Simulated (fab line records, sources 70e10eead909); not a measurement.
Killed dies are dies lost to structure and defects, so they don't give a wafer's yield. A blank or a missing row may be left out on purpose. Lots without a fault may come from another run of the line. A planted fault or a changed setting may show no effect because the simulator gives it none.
Which tool did it? | flow nand_harc | 6 lots, 18 wafers sampled, at 2 steps of a route of 1159

WHAT THE GAUGES READ, wafer by wafer
NHARC_HYBRID_BOND_OVL_MEAS_05.
lot  | measured     | on         | overlay_x_nm (nm)
L393 | day 18 18:23 | overlay-01 | 60 21 -40
L395 | day 20 06:34 | overlay-01 | 23 63 10
L397 | day 20 22:41 | overlay-02 | -39 26 -24
L400 | day 22 18:43 | overlay-01 | 15 -34 11
L402 | day 23 01:07 | overlay-01 | -36 6 -27
L410 | day 24 06:40 | overlay-01 | -39 8 3

WHICH TOOL RAN EACH LOT (tool, then ch and the chambers of the sampled wafers, then the start)
lot  | NHARC_P_CONTACT_PVD_32
L393 | pvd_sputter-01, day 6 15:46
L395 | pvd_sputter-03, day 7 06:56
L397 | pvd_sputter-03, day 8 04:24
L400 | pvd_sputter-01, day 9 08:54
L402 | pvd_sputter-03, day 9 14:14
L410 | pvd_sputter-03, day 11 04:09
- NHARC_P_CONTACT_PVD_32: deposits Ti, target thk 5 nm, time 17.7 s.

THE ANSWER, worked out from the rows above alone
Rule: what is usual is taken from the lots themselves. Put in order of their means at a reading, lots are off if they are a third of the lots or fewer, leave a main group of 4 or more, and stand apart from it by a gap of 3 or more times the standard deviation of the main group's means; of several such gaps the widest counts. A main group whose means are all the same, to the digits that the tables above print for the reading, isn't used. A lot without any number at a reading at which 4 lots or more have one is off too. The other lots that the step has rows for count as sound.
No lot is off at any reading shown: from this, nothing can be told.

WHAT THE SIMULATOR HAD PUT IN
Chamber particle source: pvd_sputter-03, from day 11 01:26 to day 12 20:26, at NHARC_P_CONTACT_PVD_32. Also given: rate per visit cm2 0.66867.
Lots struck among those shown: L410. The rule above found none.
